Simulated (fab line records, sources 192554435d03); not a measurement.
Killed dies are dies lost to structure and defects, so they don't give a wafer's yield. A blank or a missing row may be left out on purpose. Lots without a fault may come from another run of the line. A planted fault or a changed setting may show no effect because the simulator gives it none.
Split-lot experiment | flow n5_finfet | 7 lots, 39 wafers read, on a route of 1938 steps

THE SPLIT
At N5_BEOL_M3_ILD_DEP_00 (deposits SiOC from DEMS/O2, target thk 79 nm, time 15.3 s), the setting target_thk_a was moved away from the recipe's 790 angstrom on 18 of the 39 wafers read, by -33.6% to +53.9%. The other wafers ran this setting at the recipe's value.

The file shows no step between the split and the reading.

THE READING
M3_ILD_THK, in nm, at N5_BEOL_M3_THK_MEAS_01. Fault-free wafers of this fab line usually give 79.0 nm, standard deviation 0.95 nm.

wafer  | tool, chamber at the split | target_thk_a as run, angstrom | against the recipe | M3_ILD_THK, nm | against lot-mates on the recipe
L075.1 | pecvd-01, 2                | 1216                          | +53.9%             | 120.5          | +41.6
L075.2 | pecvd-01, 1,0              | 790                           | recipe             | 78.6           | -
L075.3 | pecvd-01, 0                | 1216                          | +53.9%             | 120.5          | +41.6
L075.4 | pecvd-01, 2                | 1216                          | +53.9%             | 123.1          | +44.2
L075.5 | pecvd-01, 1,0              | 790                           | recipe             | 78.6           | -
L075.6 | pecvd-01, 1                | 790                           | recipe             | 79.4           | -
L077.1 | pecvd-01, 0                | 1095                          | +38.6%             | 109.2          | +29.4
L077.2 | pecvd-01, 2                | 790                           | recipe             | 79.8           | -
L077.3 | pecvd-01, 1                | 1095                          | +38.6%             | 109.0          | +29.2
L077.4 | pecvd-01, 1                | 790                           | recipe             | 79.3           | -
L077.5 | pecvd-01, 2                | 790                           | recipe             | 80.3           | -
L077.6 | pecvd-01, 0                | 1095                          | +38.6%             | 109.3          | +29.5
L083.1 | pecvd-02, 1                | 790                           | recipe             | 79.0           | -
L083.2 | pecvd-02, 2                | 653.8                         | -17.2%             | 64.5           | -15.3
L083.3 | pecvd-02, 0                | 790                           | recipe             | 80.2           | -
L083.4 | pecvd-02, 2                | 653.8                         | -17.2%             | 66.6           | -13.2
L083.5 | pecvd-02, 1                | 653.8                         | -17.2%             | 66.5           | -13.3
L083.6 | pecvd-02, 0                | 790                           | recipe             | 80.2           | -
L084.1 | pecvd-01, 2,0              | 790                           | recipe             | 78.1           | -
L084.2 | pecvd-01, 2,0              | 790                           | recipe             | 78.2           | -
L084.3 | pecvd-01, 1                | 790                           | recipe             | 77.6           | -
L084.4 | pecvd-01, 1                | 606.4                         | -23.2%             | 59.7           | -18.3
L084.5 | pecvd-01, 2                | 606.4                         | -23.2%             | 60.0           | -18.0
L084.6 | pecvd-01, 0                | 606.4                         | -23.2%             | 61.1           | -16.9
L087.1 | pecvd-01, 0                | 524.4                         | -33.6%             | 52.1           | -26.9
L087.2 | pecvd-01, 1                | 790                           | recipe             | 78.5           | -
L087.3 | pecvd-01, 2                | 790                           | recipe             | 77.7           | -
L087.4 | pecvd-01, 1                | 524.4                         | -33.6%             | 53.2           | -25.8
L087.5 | pecvd-01, 2                | 790                           | recipe             | 80.7           | -
L087.6 | pecvd-01, 0                | 524.4                         | -33.6%             | 53.0           | -26.0
L090.1 | pecvd-03, 2                | 790                           | recipe             | 77.9           | -
L090.2 | pecvd-03, 0                | 1108                          | +40.3%             | 110.2          | +31.1
L090.3 | pecvd-03, 1                | 1108                          | +40.3%             | 109.8          | +30.7
L090.4 | pecvd-03, 2                | 1108                          | +40.3%             | 111.2          | +32.1
L090.5 | pecvd-03, 0                | 790                           | recipe             | 80.0           | -
L090.6 | pecvd-03, 1                | 790                           | recipe             | 79.4           | -
L095.1 | pecvd-03, 0                | 790                           | recipe             | 79.1           | -
L095.3 | pecvd-03, 1                | 790                           | recipe             | 79.0           | -
L095.4 | pecvd-03, 2                | 790                           | recipe             | 80.8           | -
Where a row lists several chambers, the file gives one row for several wafers and doesn't say which wafer went through which chamber.

THE FIT
A straight line over all 39 wafers: M3_ILD_THK changes by +0.783 nm for each +1% of target_thk_a; r = +1.00; the points scatter about the line by 0.92 nm.
The same after taking each lot's own level away (the mean of its wafers on the recipe; 39 wafers): +0.779 nm for each +1%; r = +1.00; scatter 0.82 nm.
On that fit, the largest move of target_thk_a shifts the reading by 42 nm.
The lots' own levels span 77.97 to 79.80 nm, that is 1.9 times the standard deviation above.
So the lot-to-lot level changes the slope little: the two slopes agree.
Check: with one of the wafers moved furthest among these (+53.9%) left out of the fit, the line predicts +42 nm for it against its lot-mates. It came out at +41.6 nm against them.

OTHER SPLITS ON THESE WAFERS
These wafers also went through other splits before the reading. Each is held against what the fit with the lots' levels taken away leaves over:
other split on the same wafers                 | wafers away from the commonest value | r with M3_ILD_THK (lot level and that fit taken away)
N5_FIN_SAQP_SPACER2_ALD_28 target_thk_a        | 18                                   | +0.12
N5_DUMMY_GATE_HM_DEP_06 target_thk_a           | 30                                   | -0.01
N5_MOL_CONTACT_COAG_VIA_ETCH_46 target_depth_a | 15                                   | -0.11

THE WHOLE CHAIN: every reading that the file lists as answering this split, in the file's order
step                   | what it does                                              | reading                                                                            | change (the file's fit)               | r (the file's)
N5_BEOL_M3_ILD_DEP_00  | deposits SiOC from DEMS/O2, target thk 79 nm, time 15.3 s | SiOC_of_BEOL_M3_ILD_DEP_00.thk_nm (the simulator's own value, which no gauge read) | +0.778 nm for each +1% of the setting | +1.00
N5_BEOL_M3_THK_MEAS_01 |                                                           | M3_ILD_THK                                                                         | +0.779 for each +1% of the setting    | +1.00

THE FILE'S OWN FIT
M3_ILD_THK changes by +0.779 nm for each +1% of target_thk_a, r = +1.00.
